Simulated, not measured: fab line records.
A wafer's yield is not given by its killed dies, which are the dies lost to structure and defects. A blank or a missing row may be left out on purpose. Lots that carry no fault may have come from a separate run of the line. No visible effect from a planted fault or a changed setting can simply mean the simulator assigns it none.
fab line records -- flow n5_finfet
record lots=7, wafers=39
route steps=1938 shown WELL_APT@33 FIN_SAQP@96 FIN_CUT@169 DUMMY_GATE@228 SD_EPI_P@321 GATE_CUT@493 MOL_CONTACT_COAG@584 BEOL_M4@1111
start_h: the number of hours between the record's first day and the start of the first shown wafer of the lot -- wait_h: hours from the lot's prior step to this one -- " repeats the value in the row above -- L1.1+2: several wafers, shown together as one row -- - either no value or no given start -- * or withheld: withheld -- < > ~ a bound
route shown NAME@n: names a module that has steps shown in the file, with the first one's number in the route -- usual: mean/standard deviation taken from wafers without a fault -- same: alike in all rows -- chamber/n: place in a boat -- sites: each site's reading -- _std_site: their standard deviation -- _edge_site: the outer-site mean with the inner-site mean subtracted -- radius_mm: for every site, how far away it sits from the centre of the wafer -- mask NAME#n: copy n -- behind: tool/chamber where the wafer was last shaped -- hold: why the lot was held/for how many hours/how that ended -- device: whichever transistor did not switch (one of n, p or np) -- end of line: the route-end tests of the same wafers -- for a step that has no rows: nothing shown but its recipe -- killed: dies lost to structure and defects at the first sort, not the wafer's yield -- map: a wafer's dies, x killed, . not, _ none there
set.NAME: the setting that was run; set.NAME@STEP: the one run at that earlier step -- model.NAME: the simulator's own value behind a step, which no gauge read
lots where settings were altered on purpose, with a table for each step and a row for each wafer
## steps
# step N5_WELL_APT_IMPLANT_15
# recipe species=As, energy_kev=25, dose_cm2=1.5e+13, tilt_deg=0, rotation_deg=0
# step N5_FIN_SAQP_HM_DEP_03
# recipe material=SiNx, target_thk_a=380, temp_c=400, precursor=SiH4/NH3/N2, pressure_torr=1.5, rf_w=300, time_s=33.6
# step N5_FIN_CUT_ETCH_21
# recipe chemistry=N2/H2, target=SOC, target_depth_a=2190, overetch_a=438, mask_material=SiARC, temp_c=40, ion_energy_ev=100, bias_w=61, time_s=523.5, pressure_mtorr=30, source_w=850, n2_flow_sccm=200, h2_flow_sccm=200
# step N5_DUMMY_GATE_EXPOSE_12
# recipe mask_id=GATE, na=0.33, source_shape=annular, sigma_inner=0.2, sigma_outer=0.6, polarization=unpolarized, target_cd_nm=25, dose_mj=34
# step N5_SD_EPI_P_EPI_21
# recipe material=SiGe:B, dopant=B, temp_c=550, pressure_torr=20, ambient=H2, time_s=355
# step N5_GATE_CUT_ETCH_37
# recipe chemistry=N2/H2, target=SOC, target_depth_a=600, overetch_a=120, mask_material=SiARC, temp_c=40, time_s=90, ion_energy_ev=200, pressure_mtorr=30, source_w=840, bias_w=150, n2_flow_sccm=200, h2_flow_sccm=200
# step N5_MOL_CONTACT_COAG_ETCHBACK_135
# recipe chemistry=CHF3, target=SiO2, target_depth_a=250, time_s=16.7, ion_energy_ev=200, pressure_mtorr=30, source_w=610, bias_w=170, Ar_flow_sccm=200, CHF3_flow_sccm=50
# step N5_MOL_CONTACT_COAG_ETCHBACK_134
# recipe chemistry=CHF3, target=SiO2, target_depth_a=100, time_s=6.7, ion_energy_ev=200, pressure_mtorr=30, source_w=610, bias_w=170, Ar_flow_sccm=200, CHF3_flow_sccm=50
# step N5_BEOL_M4_RC_MEAS_101
# usual RS_SD_P=65.8/1.1
lot.wafer,tool,chamber,start_h,wait_h,set.dose_cm2@WELL_APT_IMPLANT_15,set.time_s@FIN_SAQP_HM_DEP_03,set.bias_w@FIN_CUT_ETCH_21,set.dose_mj@DUMMY_GATE_EXPOSE_12,set.epi_growth_time_s@SD_EPI_P_EPI_21,set.bias_w@GATE_CUT_ETCH_37,set.time_s@MOL_CONTACT_COAG_ETCHBACK_135,set.time_s@MOL_CONTACT_COAG_ETCHBACK_134,RS_SD_P[ohm/sq]
L074.2,prober-01,0,164.38,0.4,1.5e+13,33.6,61,34,355,150,16.7,6.7,66.7
L074.4,prober-01,0,164.38,0.4,1.5e+13,33.6,61,34,355,150,16.7,6.7,67.0
L074.5,prober-01,0,164.38,0.4,1.5e+13,33.6,61,34,355,150,16.7,6.7,66.5
L076.1,prober-02,0,200.77,0.0,1.237e+13,36.9,61,35.56,335.1,150,14.04,7.442,68.6
L076.2,prober-02,0,200.77,0.0,1.5e+13,33.6,61,34,335.1,150,16.7,6.7,68.1
L076.3,prober-02,0,200.77,0.0,1.5e+13,36.9,65.77,34,335.1,138.1,14.04,6.7,67.4
L076.4,prober-02,0,200.77,0.0,1.237e+13,33.6,65.77,34,355,138.1,14.04,7.442,64.9
L076.5,prober-02,0,200.77,0.0,1.5e+13,33.6,65.77,35.56,355,150,16.7,7.442,66.0
L076.6,prober-02,0,200.77,0.0,1.237e+13,36.9,61,35.56,355,138.1,16.7,6.7,64.9
L078.1,prober-02,0,206.75,0.0,1.5e+13,36.64,57.46,34,379.3,139.8,16.7,6.7,61.1
L078.2,prober-02,0,206.75,0.0,1.5e+13,33.6,57.46,31.62,379.3,150,16.7,6.7,61.3
L078.3,prober-02,0,206.75,0.0,1.5e+13,36.64,61,34,379.3,139.8,20.03,6.7,61.4
L078.4,prober-02,0,206.75,0.0,1.5e+13,36.64,61,31.62,355,150,16.7,6.7,64.1
L078.5,prober-02,0,206.75,0.0,1.5e+13,33.6,61,34,355,150,20.03,6.7,64.2
L078.6,prober-02,0,206.75,0.0,1.5e+13,33.6,57.46,31.62,355,139.8,20.03,6.7,64.5
L088.1,prober-02,0,257.40,0.0,1.5e+13,35.48,67.02,35.7,375.1,150,17.72,5.593,62.5
L088.2,prober-02,0,257.40,0.0,1.5e+13,33.6,61,34,355,150,16.7,6.7,64.4
L088.3,prober-02,0,257.40,0.0,1.787e+13,33.6,67.02,35.7,375.1,130.4,16.7,6.7,62.4
L088.4,prober-02,0,257.40,0.0,1.5e+13,33.6,61,35.7,355,130.4,17.72,6.7,64.5
L088.5,prober-02,0,257.40,0.0,1.787e+13,35.48,67.02,34,355,150,17.72,5.593,63.7
L088.6,prober-02,0,257.40,0.0,1.787e+13,35.48,61,34,375.1,130.4,16.7,5.593,62.6
L090.1,prober-01,0,265.87,0.0,1.775e+13,33.6,51.41,34,394.1,165.4,16.7,6.7,61.1
L090.2,prober-01,0,265.87,0.0,1.5e+13,33.6,51.41,35.72,355,165.4,19.98,7.922,65.2
L090.3,prober-01,0,265.87,0.0,1.5e+13,33.6,51.41,35.72,394.1,150,19.98,7.922,61.3
L090.4,prober-01,0,265.87,0.0,1.775e+13,33.6,61,34,394.1,165.4,19.98,6.7,61.1
L090.5,prober-01,0,265.87,0.0,1.5e+13,33.6,61,34,355,150,16.7,7.922,66.2
L090.6,prober-01,0,265.87,0.0,1.775e+13,33.6,61,35.72,355,150,16.7,6.7,66.3
L093.1,prober-02,0,293.05,0.0,1.5e+13,37.63,69.34,34,355,166.1,16.7,6.7,64.8
L093.2,prober-02,0,293.05,0.0,1.709e+13,37.63,69.34,31.54,355,150,16.7,6.7,65.4
L093.3,prober-02,0,293.05,0.0,1.5e+13,33.6,69.34,34,355,150,16.7,6.7,65.4
L093.4,prober-02,0,293.05,0.0,1.5e+13,33.6,61,31.54,355,166.1,16.7,6.7,66.5
L093.5,prober-02,0,293.05,0.0,1.709e+13,37.63,61,34,355,150,16.7,6.7,65.4
L093.6,prober-02,0,293.05,0.0,1.709e+13,33.6,61,31.54,355,166.1,16.7,6.7,65.1
L095.1,prober-02,0,316.62,0.0,1.612e+13,33.6,61,34,378,163.7,16.7,5.217,63.5
L095.2,prober-02,0,316.62,0.0,1.5e+13,33.6,51.75,34,355,163.7,16.7,5.217,67.8
L095.3,prober-02,0,316.62,0.0,1.612e+13,33.6,61,34,355,150,16.7,6.7,66.6
L095.4,prober-02,0,316.62,0.0,1.5e+13,33.6,61,35.9,355,150,16.7,6.7,66.9
L095.5,prober-02,0,316.62,0.0,1.612e+13,33.6,51.75,35.9,378,150,16.7,5.217,64.7
L095.6,prober-02,0,316.62,0.0,1.5e+13,33.6,51.75,35.9,378,163.7,16.7,6.7,63.5
## key
split step=N5_WELL_APT_IMPLANT_15, setting=dose_cm2, stated_as=1.5e+13
response none clear
split step=N5_FIN_SAQP_HM_DEP_03, setting=time_s, stated_as=33.6
response none clear
split step=N5_FIN_CUT_ETCH_21, setting=bias_w, stated_as=61
response none clear
split step=N5_DUMMY_GATE_EXPOSE_12, setting=dose_mj, stated_as=34
response none clear
split step=N5_SD_EPI_P_EPI_21, setting=epi_growth_time_s, stated_as=355
response step=N5_BEOL_M4_RC_MEAS_101, reading=RS_SD_P, slope=-0.443, per=1%, together_with=all, explained=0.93
split step=N5_GATE_CUT_ETCH_37, setting=bias_w, stated_as=150
response none clear
split step=N5_MOL_CONTACT_COAG_ETCHBACK_135, setting=time_s, stated_as=16.7
response none clear
split step=N5_MOL_CONTACT_COAG_ETCHBACK_134, setting=time_s, stated_as=6.7
response none clear
